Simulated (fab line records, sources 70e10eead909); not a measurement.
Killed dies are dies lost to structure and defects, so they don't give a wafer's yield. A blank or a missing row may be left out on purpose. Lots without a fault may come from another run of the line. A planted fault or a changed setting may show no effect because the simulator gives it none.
fab line records | flow nand_harc
record lots=5 wafers=15 last_day=33
route steps=1302 shown P_M0@280 P_M1@285 P_M2@318 END@1302
lots that met no fault: from a run of the same line without faults
start_h: hours from the record's first day to the start of the lot's first wafer shown | wait_h: hours since the lot's step before | " the same as in the row above | L1.1+2: a row that stands for several wafers | - no value, or no start given | * or withheld: withheld | < > ~ a bound
route shown NAME@n: a module of which the file shows steps, and the number in the route of the first | usual: mean/standard deviation of fault-free wafers | same: alike in all rows | chamber/n: place in a boat | sites: the reading at each site | _std_site: their standard deviation | _edge_site: outer sites' mean less inner sites' | radius_mm: how far each site lies from the wafer's centre | mask NAME#n: copy n | behind: the tool/chamber that last shaped the wafer | hold: why the lot was held/for how many hours/how that ended | device: the transistor (n, p or np) that didn't switch | end of line: the same wafers' tests at the end of the route | a step without rows: its recipe alone | killed: dies lost to structure and defects at the first sort, not the wafer's yield | map: a wafer's dies, x killed, . not, _ none there
set.NAME: the setting as run; set.NAME@STEP: as run at that earlier step | model.NAME: the simulator's own value behind a step, which no gauge read
lots at some steps of the route; a table a step, a row a wafer
services: from which hour (start_h, from the record's first day; less than 0 if before it) a tool's chamber was out of use, for how many hours, and why
## steps
# step NHARC_P_M0_SRD_25
# step NHARC_P_M0_INSPECT_27
# usual raw_defect_count=283/120
# columns lot.wafer tool chamber start_h wait_h raw_defect_count
L753.1 defect_inspect-01 - 166.50 0.0 221
L753.3 " - " " 137
L753.5 " - " " 180
L756.3 defect_inspect-02 - 193.31 0.0 432
L756.5 " - " " 193
L756.6 " - " " 265
L763.1 defect_inspect-02 - 271.39 0.0 309
L763.3 " - " " 231
L763.4 " - " " 208
L771.1 defect_inspect-02 - 342.94 0.0 392
L771.3 " - " " 195
L771.4 " - " " 261
L772.3 defect_inspect-02 - 352.17 0.0 144
L772.4 " - " " 201
L772.6 " - " " 155
# step NHARC_P_M0_PRE_CLEAN_31
# recipe time_s=12 temp_c=370 rf_power_w=300 gas=NH3
# step NHARC_P_M0_DEP_32
# recipe target_thk_a=300 temp_c=370 target_thk_nm=30 pressure_torr=3 flow_sccm=200 rf_w=450 material=SiCN
# step NHARC_P_M1_DEP_00
# recipe target_thk_a=1825 target_thk_nm=182.5 temp_c=withheld pressure_torr=5 flow_sccm=200 rf_w=600 material=SiOC
# step NHARC_P_M1_DEHYDRATE_01
# recipe temp_c=150 time_s=120
# step NHARC_P_M1_HMDS_02
# recipe time_s=30
# step NHARC_P_M1_COAT_34
# recipe temp_c=200 time_s=65
# step NHARC_P_M1_COAT_03
# recipe spin_rpm=1500 resist_thk_nm=90
# step NHARC_P_M1_SOFTBAKE_04
# recipe temp_c=105 time_s=55
# step NHARC_P_M1_EBR_05
# step NHARC_P_M1_EXPOSE_06
# recipe na=1.35 target_cd_nm=130 dose_mj=81.88 mask_id=P_M1
# usual exposure_dose_mJ_cm2=81.89/0.093
# same na=1.35
# columns lot.wafer tool chamber start_h wait_h mask exposure_dose_mJ_cm2
L753.1 arfi_scanner-03 0 167.75 - P_M1#0 81.89
L753.3 " 0 " " P_M1#0 81.97
L753.5 " 0 " " P_M1#0 81.99
L756.3 arfi_scanner-01 0 194.42 - P_M1#0 81.97
L756.5 " 0 " " P_M1#0 81.96
L756.6 " 0 " " P_M1#0 81.94
L763.1 arfi_scanner-01 0 272.74 - P_M1#0 81.95
L763.3 " 0 " " P_M1#0 81.97
L763.4 " 0 " " P_M1#0 82.02
L771.1 arfi_scanner-03 0 344.07 - P_M1#0 80.74
L771.3 " 0 " " P_M1#0 80.62
L771.4 " 0 " " P_M1#0 80.63
L772.3 arfi_scanner-02 0 353.43 - P_M1#0 81.88
L772.4 " 0 " " P_M1#0 81.80
L772.6 " 0 " " P_M1#0 81.73
# step NHARC_P_M1_PEB_07
# recipe peb_temp_c=100 peb_time_s=65
# step NHARC_P_M1_DEVELOP_08
# recipe develop_time_s=35 dev_temp_c=23
# step NHARC_P_M1_CD_MEAS_09
# recipe target_cd_nm=130 landing_energy_ev=500
# usual cd_nm=130.1/0.53
# columns lot.wafer tool chamber start_h wait_h cd_nm
L753.1 cd_sem-03 0 167.89 - 130.2
L753.3 " 0 " " 130.3
L753.5 " 0 " " 130.3
L756.3 cd_sem-03 0 194.55 - 130.3
L756.5 " 0 " " 130.8
L756.6 " 0 " " 129.3
L763.1 cd_sem-01 0 272.88 - 130.3
L763.3 " 0 " " 130.3
L763.4 " 0 " " 130.5
L771.1 cd_sem-01 0 344.21 - 132.6
L771.3 " 0 " " 133.0
L771.4 " 0 " " 131.9
L772.3 cd_sem-02 0 353.57 - 130.3
L772.4 " 0 " " 129.6
L772.6 " 0 " " 130.7
# step NHARC_P_M1_OVL_MEAS_10
# recipe pitch_nm=260
# usual overlay_x_nm=0.2/0.72 overlay_y_nm=0.0/0.83
# columns lot.wafer tool chamber start_h wait_h overlay_x_nm overlay_y_nm
L753.1 overlay-02 - 167.98 - 0.1 0.8
L753.3 " - " " -0.1 0.5
L753.5 " - " " 0.4 0.6
L756.3 overlay-02 - 194.64 - -0.6 0.0
L756.5 " - " " -1.0 -0.7
L756.6 " - " " -0.3 0.1
L763.1 overlay-01 - 272.97 - 0.1 -0.2
L763.3 " - " " -0.4 -0.6
L763.4 " - " " 0.4 -0.1
L771.1 overlay-01 - 344.30 - 0.6 1.6
L771.3 " - " " 0.8 1.9
L771.4 " - " " 1.1 0.9
L772.3 overlay-02 - 353.65 - -0.8 -0.8
L772.4 " - " " -0.3 -1.3
L772.6 " - " " -0.8 -0.5
# step NHARC_P_M1_INSPECT_11
# usual raw_defect_count=5.2/2.7
# columns lot.wafer tool chamber start_h wait_h raw_defect_count
L753.1 defect_inspect-02 - 168.03 0.1 10
L753.3 " - " " 6
L753.5 " - " " 5
L756.3 defect_inspect-01 - 194.67 0.0 5
L756.5 " - " " 2
L756.6 " - " " 3
L763.1 defect_inspect-01 - 273.01 0.0 3
L763.3 " - " " 6
L763.4 " - " " 4
L771.1 defect_inspect-01 - 344.33 0.0 4
L771.3 " - " " 7
L771.4 " - " " 5
L772.3 defect_inspect-01 - 353.69 0.0 5
L772.4 " - " " 2
L772.6 " - " " 2
# step NHARC_P_M1_DESCUM_14
# recipe time_s=3 o2_flow_sccm=200 ar_flow_sccm=0 bias_power_w=0 chemistry=O2
# usual drypump_motor_current_A=6.1/0.33 oes_product_au=1.002/0.0075 rf_vpp_V=57.7/0.9 showerhead_plenum_p_Torr=1.93/0.08 throttle_valve_pct=11.310/0.0093
# columns lot.wafer tool chamber start_h wait_h drypump_motor_current_A oes_product_au rf_hours_counter_h rf_vpp_V showerhead_plenum_p_Torr throttle_valve_pct model.P_M1.cd_nm
L753.1 rie_diel-07 3 168.09 0.1 6.0 1.001 9 58.4 1.98 11.303 130.4
L753.3 " 0 " " 5.8 1.015 13 58.9 2.02 11.304 130.3
L753.5 " 3 " " 6.0 1.002 - 57.9 1.98 11.306 129.9
L756.3 rie_diel-13 3 194.74 0.1 5.9 1.003 1 58.8 2.05 11.303 129.7
L756.5 " 2 " " 5.8 1.003 - 58.3 1.92 11.294 130.4
L756.6 " 3 " " 5.9 1.018 - 57.5 2.05 11.299 129.3
L763.1 rie_diel-13 1 273.07 0.1 6.4 1.008 5 58.5 2.00 11.312 130.2
L763.4 " 2 " " 5.8 0.999 6 56.1 1.92 11.306 130.4
L763.3 " 3 " " 5.9 1.008 6 58.3 2.05 11.298 130
L771.1 rie_diel-07 0 344.39 0.1 5.7 0.997 15 59.0 2.00 11.291 132.6
L771.4 " 1 " " 5.5 0.997 12 57.1 1.89 11.303 132.2
L771.3 " 2 " " 5.6 0.997 11 57.5 1.91 11.317 132.9
L772.4 rie_diel-12 3 353.76 0.1 6.5 0.994 7 57.5 1.93 11.305 129.4
L772.3 " 0 " " 6.2 0.992 7 57.6 2.01 11.310 129.9
L772.6 " 1 " " 5.7 0.998 - 58.4 1.88 11.319 130.6
# step NHARC_P_M1_ETCH_35
# recipe target_depth_a=400 overetch_a=120 time_s=43.94 ion_energy_ev=200 n2_flow_sccm=150 h2_flow_sccm=150 ar_flow_sccm=0 rf_w=400 bias_w=150 chemistry=N2/H2
# step NHARC_P_M1_ETCH_15
# recipe target_depth_a=1825 time_s=91.2 c4f8_flow_sccm=withheld ar_flow_sccm=400 rf_w=600 bias_w=300 chemistry=C4F8/Ar
# step NHARC_P_M1_CD_MEAS_16
# usual cd_nm=129.9/0.65
# columns lot.wafer tool chamber start_h wait_h cd_nm
L753.1 cd_sem-02 - 168.39 - 130.4
L753.3 " - " " 130.1
L753.5 " - " " 129.4
L756.3 cd_sem-01 - 195.04 - 129.3
L756.5 " - " " 129.8
L756.6 " - " " 129.3
L763.1 cd_sem-01 - 273.37 - 129.9
L763.3 " - " " 129.1
L763.4 " - " " 130.5
L771.1 cd_sem-02 - 344.70 - 132.0
L771.3 " - " " 132.7
L771.4 " - " " 132.2
L772.3 cd_sem-02 - 354.06 - 129.7
L772.4 " - " " 129.1
L772.6 " - " " 130.7
# step NHARC_P_M1_STRIP_18
# recipe power_w=1000 n2_flow_sccm=150 h2_flow_sccm=150 ar_flow_sccm=0 bias_w=0 chemistry=N2/H2
# step NHARC_P_M1_ETCH_28
# recipe target_depth_a=300 over_etch_frac=0.3 time_s=72.99 ion_energy_ev=150 cf4_flow_sccm=50 n2_flow_sccm=100 ar_flow_sccm=150 rf_w=300 bias_w=100 chemistry=CF4/N2
# usual drypump_motor_current_A=6.2/0.3 oes_product_au=1.002/0.007 rf_vpp_V=314.4/2 showerhead_plenum_p_Torr=2.64/0.11 throttle_valve_pct=19.794/0.0092
# columns lot.wafer tool chamber start_h wait_h drypump_motor_current_A oes_product_au rf_hours_counter_h rf_vpp_V showerhead_plenum_p_Torr throttle_valve_pct model.P_M1.cd_nm
L753.1 rie_diel-12 3 - - 6.5 1.005 6 317.0 2.65 19.795 130.5
L753.3 " 0 " " 6.2 1.008 6 317.3 2.76 19.785 130.8
L753.5 " 1 " " 5.7 1.005 - 313.8 2.59 19.790 129.9
L756.3 rie_diel-12 1 - - 5.7 1.003 8 313.4 2.59 19.795 130.1
L756.5 " 3 " " 6.5 1.010 - 314.9 2.65 19.810 130.3
L756.6 " 0 " " 6.2 1.003 - 317.1 2.76 19.794 129.8
L763.4 rie_diel-13 1 - - 6.4 0.997 5 315.6 2.74 19.789 129.5
L763.1 " 2 " " 5.7 1.007 6 313.9 2.64 19.785 129.6
L763.3 " 3 " " 5.9 1.022 6 318.9 2.80 19.797 128.8
L771.4 rie_diel-12 1 - - 5.7 1.007 5 314.4 2.58 19.791 132.1
L771.3 " 3 " " 6.5 0.991 5 313.9 2.64 19.794 133.1
L771.1 " 0 " " 6.2 1.001 6 317.6 2.75 19.801 131.9
L772.3 rie_diel-13 1 354.55 0.3 6.3 0.998 - 316.3 2.74 19.808 129.7
L772.4 " 0 " " 6.5 0.998 - 313.2 2.56 19.796 129.1
L772.6 " 1 " " 6.3 0.997 - 316.1 2.74 19.795 130.1
# step NHARC_P_M1_STRIP_19
# recipe time_s=600 temp_c=30 chemistry=post_etch_residue_remover
# step NHARC_P_M1_DEGAS_29
# recipe temp_c=250 time_s=60
# step NHARC_P_M1_PRE_CLEAN_30
# recipe time_s=30 temp_c=280 gas=H2/He
# usual heater_power_w=420/49
# columns lot.wafer tool chamber start_h wait_h heater_power_w
L753.1 pvd_sputter-02 - - - 319
L753.3 " - " " 365
L753.5 " - " " 347
L756.3 pvd_sputter-03 - - - 387
L756.6 " - " " 441
L756.5 " - " " 413
L763.3 pvd_sputter-01 - - - 361
L763.1 " - " " 515
L763.4 " - " " 443
L771.1 pvd_sputter-02 - - - 367
L771.3 " - " " 331
L771.4 " - " " 451
L772.4 pvd_sputter-02 - - - 450
L772.3 " - " " 362
L772.6 " - " " 353
# step NHARC_P_M1_PVD_20
# recipe target_thk_a=50 bias_v=168.6 power_w=15000 chamber_pressure_pa=0.12 time_s=8.06 substrate_temp_c=50 material=TaN
# usual substrate_temp_c=50.00/0.11 throttle_valve_pct=29.6/1.3
# columns lot.wafer tool chamber start_h wait_h substrate_temp_c throttle_valve_pct
L753.3 pvd_sputter-02 - - - 50.13 30.6
L753.1 " - " " 50.00 29.1
L753.5 " - " " 50.05 30.6
L756.3 pvd_sputter-03 - - - 50.04 30.3
L756.6 " - " " 49.97 27.1
L756.5 " - " " 49.86 30.5
L763.4 pvd_sputter-01 - - - 50.07 30.1
L763.1 " - " " 49.99 27.0
L763.3 " - " " 49.96 30.6
L771.1 pvd_sputter-02 - - - 49.80 30.3
L771.4 " - " " 50.17 30.9
L771.3 " - " " 50.23 31.0
L772.3 pvd_sputter-02 - - - 50.21 29.2
L772.4 " - " " 50.02 30.8
L772.6 " - " " 50.09 28.9
# step NHARC_P_M1_PVD_21
# recipe target_thk_a=300 chamber_pressure_pa=5 power_w=5000 substrate_temp_c=30 time_s=20.49 material=Cu
# step NHARC_P_M1_ECD_22
# recipe target_thk_a=4000 bath_temp_c=25 material=Cu
# step NHARC_P_M1_ANNEAL_31
# recipe temp_c=225 time_s=90
# step NHARC_P_M1_CMP_23
# recipe t_overpolish_s=20 target_thk_nm=157.82
# usual motor_current_A=12.2/0.9 slurry_filter_dp_kPa=13.48/0.14 time_to_endpoint_s=29.2/2.1
# columns lot.wafer tool chamber start_h wait_h motor_current_A slurry_filter_dp_kPa time_to_endpoint_s
L753.3 cmp-03 3 170.21 - 11.7 13.45 30.3
L753.1 " 0 " " 13.1 13.62 29.1
L753.5 " 2 " " 11.7 13.69 30.6
L756.3 cmp-03 0 196.84 - 12.2 13.30 27.5
L756.6 " 0 " " 11.9 13.48 25.3
L756.5 " 1 " " 13.7 13.40 28.2
L763.4 cmp-04 1 275.17 - 11.7 13.25 22.3
L763.3 " 2 " " 10.8 13.79 25.6
L763.1 " 0 " " 11.6 13.42 25.7
L771.3 cmp-04 3 346.50 - 13.6 13.50 28.3
L771.1 " 0 " " 11.5 13.51 30.7
L771.4 " 1 " " 11.9 13.46 30.7
L772.3 cmp-01 0 356.04 - 12.8 13.70 30.6
L772.4 " 1 " " 12.3 13.52 28.7
L772.6 " 1 " " 13.7 13.37 28.4
# step NHARC_P_M1_THK_MEAS_24
# recipe thk_meas_gauge=xrf
# usual thk_nm=157.8/1.4
# columns lot.wafer tool chamber start_h wait_h thk_nm
L753.1 film_metro-01 - 170.50 - 156.3
L753.3 " - " " 157.6
L753.5 " - " " 156.3
L756.3 film_metro-01 - 197.15 - 156.5
L756.5 " - " " 159.8
L756.6 " - " " 158.7
L763.1 film_metro-01 - 275.48 - 156.6
L763.3 " - " " 157.3
L763.4 " - " " 156.6
L771.1 film_metro-02 - 346.82 - 156.2
L771.3 " - " " 157.0
L771.4 " - " " 158.5
L772.3 film_metro-01 - 356.36 - 156.9
L772.4 " - " " 159.0
L772.6 " - " " 159.2
# step NHARC_P_M1_SRD_25
# step NHARC_P_M1_INSPECT_27
# usual raw_defect_count=317/130
# columns lot.wafer tool chamber start_h wait_h raw_defect_count
L753.1 defect_inspect-02 - 170.66 0.0 183
L753.3 " - " " 290
L753.5 " - " " 312
L756.3 defect_inspect-02 - 197.31 0.0 187
L756.5 " - " " 174
L756.6 " - " " 130
L763.1 defect_inspect-02 - 275.64 0.0 355
L763.3 " - " " 487
L763.4 " - " " 228
L771.1 defect_inspect-01 - 346.97 0.0 158
L771.3 " - " " 287
L771.4 " - " " 281
L772.3 defect_inspect-01 - 356.51 0.0 319
L772.4 " - " " 410
L772.6 " - " " 485
# step NHARC_P_M1_PRE_CLEAN_32
# recipe time_s=12 temp_c=370 rf_power_w=300 gas=NH3
# usual heater_power_w=576/51
# columns lot.wafer tool chamber start_h wait_h heater_power_w
L753.3 pecvd-03 0 170.72 0.1 623
L753.1 " 1 " " 646
L753.5 " 2 " " 524
L756.3 pecvd-04 1 197.40 0.1 604
L756.5 " 2 " " 567
L756.6 " 0 " " 580
L763.1 pecvd-01 0 275.72 0.1 500
L763.3 " 1 " " 581
L763.4 " 1 " " 574
L771.1 pecvd-03 1 347.04 0.1 624
L771.3 " 0 " " 696
L771.4 " 0 " " 708
L772.3 pecvd-01 0 356.61 0.1 533
L772.6 " 1 " " 593
L772.4 " 0 " " 531
# step NHARC_P_M1_DEP_33
# recipe target_thk_a=300 temp_c=370 target_thk_nm=30 pressure_torr=3 flow_sccm=200 rf_w=450 material=SiCN
# usual heater_power_w=528/51
# columns lot.wafer tool chamber start_h wait_h heater_power_w
L753.3 pecvd-03 0 170.80 0.1 602
L753.1 " 1 " " 574
L753.5 " 2 " " 536
L756.3 pecvd-04 1 197.54 0.1 485
L756.5 " 2 " " 518
L756.6 " 0 " " 431
L763.1 pecvd-01 0 275.83 0.1 493
L763.3 " 1 " " 485
L763.4 " 1 " " 485
L771.1 pecvd-03 1 347.12 0.1 549
L771.3 " 0 " " 659
L771.4 " 0 " " 665
L772.3 pecvd-01 0 356.74 0.1 512
L772.6 " 1 " " 529
L772.4 " 0 " " 536
# step NHARC_P_M2_DEP_00
# recipe target_thk_a=1825 target_thk_nm=182.5 temp_c=withheld pressure_torr=5 flow_sccm=200 rf_w=600 material=SiOC
# step NHARC_P_M2_DEHYDRATE_01
# recipe temp_c=150 time_s=120
# step NHARC_P_M2_HMDS_02
# recipe time_s=30
# step NHARC_P_M2_COAT_34
# recipe temp_c=200 time_s=65
# step NHARC_P_M2_DESCUM_14
# recipe time_s=3 o2_flow_sccm=200 ar_flow_sccm=0 bias_power_w=0 chemistry=O2
# usual drypump_motor_current_A=5.95/0.28 oes_product_au=0.998/0.008 rf_vpp_V=58.1/0.87 showerhead_plenum_p_Torr=1.99/0.063 throttle_valve_pct=11.310/0.0092
# columns lot.wafer tool chamber start_h wait_h drypump_motor_current_A oes_product_au rf_hours_counter_h rf_vpp_V showerhead_plenum_p_Torr throttle_valve_pct model.P_M2.cd_nm
L753.1 rie_diel-02 0 172.23 0.1 5.80 0.990 6.4 57.7 1.94 11.298 170.1
L753.3 " 1 " " 6.36 0.987 5.5 58.8 2.03 11.311 170.3
L753.5 " 0 " " 5.81 0.990 - 57.7 1.94 11.305 169.8
L756.3 rie_diel-02 2 198.92 0.1 6.02 0.993 6.4 58.7 2.02 11.305 170.3
L756.5 " 3 " " 6.11 0.990 - 57.2 2.06 11.285 170.6
L756.6 " 0 " " 5.81 0.980 - 58.1 1.94 11.297 170.5
L763.3 rie_diel-11 0 277.23 0.1 5.92 0.989 0.7 57.9 1.99 11.322 169.3
L763.4 " 2 " " 5.77 0.995 0.6 58.8 2.03 11.314 170.2
L763.1 " 3 " " 5.88 1.013 0.8 58.1 1.89 11.323 169.9
L771.3 rie_diel-11 2 348.55 0.1 5.70 1.007 5.7 58.8 2.03 11.310 164.8
L771.1 " 0 " " 5.87 1.006 4.9 58.3 1.99 11.306 164.5
L771.4 " 1 " " 6.15 1.008 4.7 57.4 2.00 11.321 165.5
L772.3 rie_diel-11 3 358.09 0.1 5.90 1.002 6.0 57.2 1.89 11.296 170.4
L772.4 " 1 " " 6.15 0.991 4.8 57.0 2.00 11.313 169.7
L772.6 " 3 " " 5.87 1.006 - 57.9 1.89 11.310 170.2
# step NHARC_P_M2_ETCH_28
# recipe target_depth_a=300 over_etch_frac=0.3 time_s=72.99 ion_energy_ev=150 cf4_flow_sccm=50 n2_flow_sccm=100 ar_flow_sccm=150 rf_w=300 bias_w=100 chemistry=CF4/N2
# usual drypump_motor_current_A=5.8/0.39 oes_product_au=1.000/0.0083 rf_vpp_V=315.7/1.7 showerhead_plenum_p_Torr=2.71/0.093 throttle_valve_pct=19.793/0.0092
# columns lot.wafer tool chamber start_h wait_h drypump_motor_current_A oes_product_au rf_hours_counter_h rf_vpp_V showerhead_plenum_p_Torr throttle_valve_pct model.P_M2.cd_nm
L753.3 rie_diel-03 0 - - 5.5 0.992 4.7 314.8 2.71 19.793 171.2
L753.1 " 1 " " 5.8 1.015 4.9 312.3 2.49 19.794 170.7
L753.5 " 3 " " 4.8 0.996 - 316.9 2.78 19.782 170.5
L756.3 rie_diel-03 2 - - 6.0 0.991 5.7 315.7 2.77 19.785 170.8
L756.5 " 1 " " 5.8 1.000 - 312.0 2.49 19.799 171.2
L756.6 " 2 " " 6.1 1.002 - 316.1 2.77 19.801 170.3
L763.3 rie_diel-03 1 - - 5.7 1.001 10.8 311.4 2.49 19.786 169.4
L763.4 " 3 " " 4.8 1.000 7.1 315.4 2.78 19.780 170.5
L763.1 " 0 " " 5.5 0.993 10.0 314.5 2.70 19.801 170.3
L771.3 rie_diel-02 1 - - 6.4 0.997 7.7 318.9 2.78 19.805 164.4
L771.4 " 2 " " 6.0 0.999 7.7 316.4 2.76 19.787 165.3
L771.1 " 0 " " 5.8 0.988 6.4 315.4 2.65 19.814 165.1
L772.3 rie_diel-02 0 - - 5.8 0.990 7.0 316.4 2.65 19.807 170.5
L772.4 " 2 " " 6.0 0.978 - 316.8 2.76 19.783 169.3
L772.6 " 0 " " 5.8 0.998 - 314.2 2.65 19.802 170.7
# step NHARC_END_SORT_01
# recipe temp_c=25
# usual defect_limited_yield=90.3/3 killed_at_array=60/21 killed_at_other=1.0/1.2 killed_at_periphery=4.2/2.8 killed_dies=65/20 killed_open=3.1/1.8 killed_short=2.6/1.6
# same gross_dies=677
# columns lot.wafer tool chamber start_h wait_h defect_limited_yield[%] killed_at_array killed_at_other killed_at_periphery killed_dies killed_open killed_short
L753.1 prober-02 0 592.62 2.5 89.7 59 2 9 70 3 1
L753.3 prober-02 0 594.25 3.1 89.5 62 2 7 71 4 3
L753.5 prober-02 0 595.87 3.8 87.1 81 0 6 87 4 4
L756.3 prober-02 0 624.75 3.1 83.6 104 0 7 111 3 6
L756.5 prober-02 0 626.34 3.7 86.0 95 0 0 95 3 1
L756.6 prober-02 0 627.13 4.0 87.1 84 0 3 87 3 3
L763.1 prober-02 0 693.43 2.5 91.4 53 1 4 58 3 5
L763.3 prober-02 0 695.03 3.1 91.6 53 0 4 57 3 2
L763.4 prober-02 0 695.84 3.4 92.8 46 0 3 49 4 1
L771.1 prober-02 0 772.71 2.5 88.0 78 2 1 81 2 7
L771.3 prober-02 0 774.32 3.1 88.6 72 1 4 77 1 3
L771.4 prober-02 0 775.12 3.4 91.6 48 3 6 57 5 1
L772.3 prober-01 0 788.23 3.1 92.3 47 3 2 52 1 1
L772.4 prober-01 0 789.02 3.4 94.4 35 0 3 38 3 2
L772.6 prober-01 0 790.61 4.0 93.9 35 3 3 41 1 2
# killed by level:class
L753.1 A_CHANNEL_HOLE_D1:chamber_film_flake=25 A_CHANNEL_HOLE_D2:chamber_film_flake=23 P_GATE:chamber_film_flake=8 A_CONTACT:chamber_film_flake=3 A_STAIRCASE:chamber_film_flake=2 THIN_TSV:chamber_film_flake=2 A_SOURCE_PLATE:geometric_particle:open=1 A_CHANNEL_HOLE_D2:geometric_particle:short=1
L753.3 A_CHANNEL_HOLE_D1:chamber_film_flake=28 A_CHANNEL_HOLE_D2:chamber_film_flake=26 P_GATE:chamber_film_flake=4 A_CONTACT:chamber_film_flake=4 P_GATE:geometric_particle:short=1 P_M0:geometric_particle:open=1 P_M2:geometric_particle:short=1 A_DECK1_JOINT:geometric_particle:open=1
L753.5 A_CHANNEL_HOLE_D1:chamber_film_flake=33 A_CHANNEL_HOLE_D2:chamber_film_flake=32 A_CONTACT:chamber_film_flake=7 P_GATE:chamber_film_flake=4 A_STAIRCASE:chamber_film_flake=2 P_CONTACT:geometric_particle:short=1 P_M0:geometric_particle:open=1 A_ONON_D1:geometric_particle:short=1
L756.3 A_CHANNEL_HOLE_D2:chamber_film_flake=35 A_SLIT:chamber_film_flake=29 A_CHANNEL_HOLE_D1:chamber_film_flake=26 P_ZERO_WELL:chamber_film_flake=4 A_CONTACT:chamber_film_flake=4 A_STAIRCASE:chamber_film_flake=3 P_GATE:geometric_particle:short=2 A_ONON_D1:geometric_particle:short=2
L756.5 A_SLIT:chamber_film_flake=36 A_CHANNEL_HOLE_D1:chamber_film_flake=27 A_CHANNEL_HOLE_D2:chamber_film_flake=23 A_WL_FILL:geometric_particle:open=2 A_CONTACT:chamber_film_flake=2 A_CHANNEL_HOLE_D1:geometric_particle:open=1 A_ONON_D2:geometric_particle:short=1 A_CHANNEL_FILL_D1:chamber_film_flake=1
L756.6 A_CHANNEL_HOLE_D1:chamber_film_flake=32 A_CHANNEL_HOLE_D2:chamber_film_flake=23 A_SLIT:chamber_film_flake=15 A_M0:chamber_film_flake=6 A_CHANNEL_FILL_D2:geometric_particle:short=2 P_GATE:geometric_particle:open=1 P_CONTACT:geometric_particle:open=1 A_DECK1_JOINT:geometric_particle:short=1
L763.1 A_CHANNEL_HOLE_D1:chamber_film_flake=30 A_CONTACT:chamber_film_flake=8 A_SLIT:chamber_film_flake=3 A_STAIRCASE:chamber_film_flake=3 A_WL_FILL:chamber_film_flake=2 P_CONTACT:geometric_particle:short=1 P_M2:geometric_particle:short=1 A_SOURCE_PLATE:geometric_particle:short=1
L763.3 A_CHANNEL_HOLE_D1:chamber_film_flake=34 A_CONTACT:chamber_film_flake=7 A_SLIT:chamber_film_flake=4 A_STAIRCASE:chamber_film_flake=3 P_STI:chamber_film_flake=2 P_M1:geometric_particle:open=1 A_ONON_D1:geometric_particle:open=1 A_ONON_D2:geometric_particle:short=1
L763.4 A_CHANNEL_HOLE_D1:chamber_film_flake=30 A_CONTACT:chamber_film_flake=6 A_CHANNEL_FILL_D2:geometric_particle:open=2 A_SLIT:chamber_film_flake=2 A_SOURCE_PLATE:geometric_particle:short=1 A_DECK1_JOINT:geometric_particle:open=1 A_M0:geometric_particle:open=1 P_ZERO_WELL:chamber_film_flake=1
L771.1 A_SLIT:chamber_film_flake=28 A_CHANNEL_HOLE_D2:chamber_film_flake=23 A_CHANNEL_HOLE_D1:chamber_film_flake=12 A_CONTACT:chamber_film_flake=5 A_WL_FILL:geometric_particle:short=2 THIN_TSV:chamber_film_flake=2 P_STI:geometric_particle:short=1 A_SOURCE_PLATE:geometric_particle:open=1
L771.3 A_SLIT:chamber_film_flake=31 A_CHANNEL_HOLE_D2:chamber_film_flake=15 A_CHANNEL_HOLE_D1:chamber_film_flake=14 A_CONTACT:chamber_film_flake=6 P_GATE:chamber_film_flake=4 A_ONON_D2:geometric_particle:short=2 A_STAIRCASE:chamber_film_flake=2 A_CHANNEL_HOLE_D2:geometric_particle:short=1
L771.4 A_SLIT:chamber_film_flake=16 A_CHANNEL_HOLE_D1:chamber_film_flake=14 A_CHANNEL_HOLE_D2:chamber_film_flake=10 THIN_TSV:chamber_film_flake=3 A_CONTACT:chamber_film_flake=3 P_M0:geometric_particle:open=2 A_WL_FILL:chamber_film_flake=2 P_GATE:geometric_particle:open=1
L772.3 A_SLIT:chamber_film_flake=35 A_CONTACT:chamber_film_flake=8 THIN_TSV:chamber_film_flake=3 P_M0:geometric_particle:open=1 A_BLC:geometric_particle:short=1 P_M1:chamber_film_flake=1 A_CHANNEL_HOLE_D1:chamber_film_flake=1 A_DECK1_JOINT:chamber_film_flake=1
L772.4 A_SLIT:chamber_film_flake=16 A_CONTACT:chamber_film_flake=8 A_ONON_D2:geometric_particle:open=2 P_M1:chamber_film_flake=2 A_ZERO_WELL:chamber_film_flake=2 A_CHANNEL_FILL_D1:chamber_film_flake=2 A_ONON_D1:geometric_particle:short=1 A_CHANNEL_FILL_D2:geometric_particle:open=1
L772.6 A_SLIT:chamber_film_flake=27 A_CONTACT:chamber_film_flake=4 THIN_TSV:chamber_film_flake=3 P_M0:geometric_particle:open=1 A_ONON_D2:geometric_particle:short=1 A_M0:geometric_particle:short=1 P_ZERO_WELL:chamber_film_flake=1 P_M1:chamber_film_flake=1
## services
# columns tool chamber start_h hours kind
pecvd-01 1 144.67 20.0 repair
pvd_sputter-02 - 155.54 1.2 repair
rie_diel-03 - 156.79 0.7 repair
rie_diel-13 - 165.00 9.0 pm
rie_diel-12 1 173.94 7.1 repair
rie_diel-02 - 182.35 1.2 repair
pecvd-03 - 185.15 13.0 pm
rie_diel-02 - 216.70 9.0 pm
rie_diel-03 0 240.65 3.4 repair
rie_diel-03 3 243.90 21.7 repair
rie_diel-11 - 255.50 9.0 pm
rie_diel-12 2 255.51 5.7 repair
rie_diel-13 0 256.77 7.8 repair
rie_diel-12 - 268.43 9.0 pm
pvd_sputter-02 - 276.73 14.3 repair
rie_diel-12 1 300.33 3.0 repair
pecvd-01 - 311.07 13.0 pm
rie_diel-13 1 316.87 15.2 repair
rie_diel-02 3 320.43 2.8 repair
pvd_sputter-02 - 326.31 6.0 repair
rie_diel-12 3 334.15 5.4 repair
rie_diel-13 - 342.00 9.0 pm
rie_diel-02 0 342.73 3.9 repair
rie_diel-02 1 355.46 5.3 repair
## key
first_sign step=NHARC_P_M1_EXPOSE_06 reading=exposure_dose_mJ_cm2 direction=down sigmas=13 usual=81.89 struck=80.66
effect step=NHARC_P_M1_CD_MEAS_09 reading=cd_nm direction=up sigmas=4.5 usual=130.1 struck=132.5 through=control_loop
effect step=NHARC_P_M1_CD_MEAS_16 reading=cd_nm direction=up sigmas=3.7 usual=129.9 struck=132.3 through=control_loop
model_effect step=NHARC_P_M1_DESCUM_14 value=P_M1.cd_nm without=129.6 struck=132.5
model_effect step=NHARC_P_M1_ETCH_28 value=P_M1.cd_nm without=129.4 struck=132.4
model_effect step=NHARC_P_M2_DESCUM_14 value=P_M2.cd_nm without=169.2 struck=164.9
model_effect step=NHARC_P_M2_ETCH_28 value=P_M2.cd_nm without=169.2 struck=164.9
met_at NHARC_P_M1_EXPOSE_06
struck_wafers L771.1,L771.3,L771.4
loop_trim step=NHARC_P_M1_EXPOSE_06 setting=dose lots=L771
loop_trim step=NHARC_P_M2_EXPOSE_06 setting=dose lots=L771
onset_between 167.75 344.07
fault kind=process_parameter_drift tool=arfi_scanner-03 chamber=- onset_h=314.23 steps=NHARC_P_M1_EXPOSE_06 channel=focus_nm offset=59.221 spread_by_wafer=0.3 shape=step
# loop_trim: a control loop set the setting to another value than it would have without faults
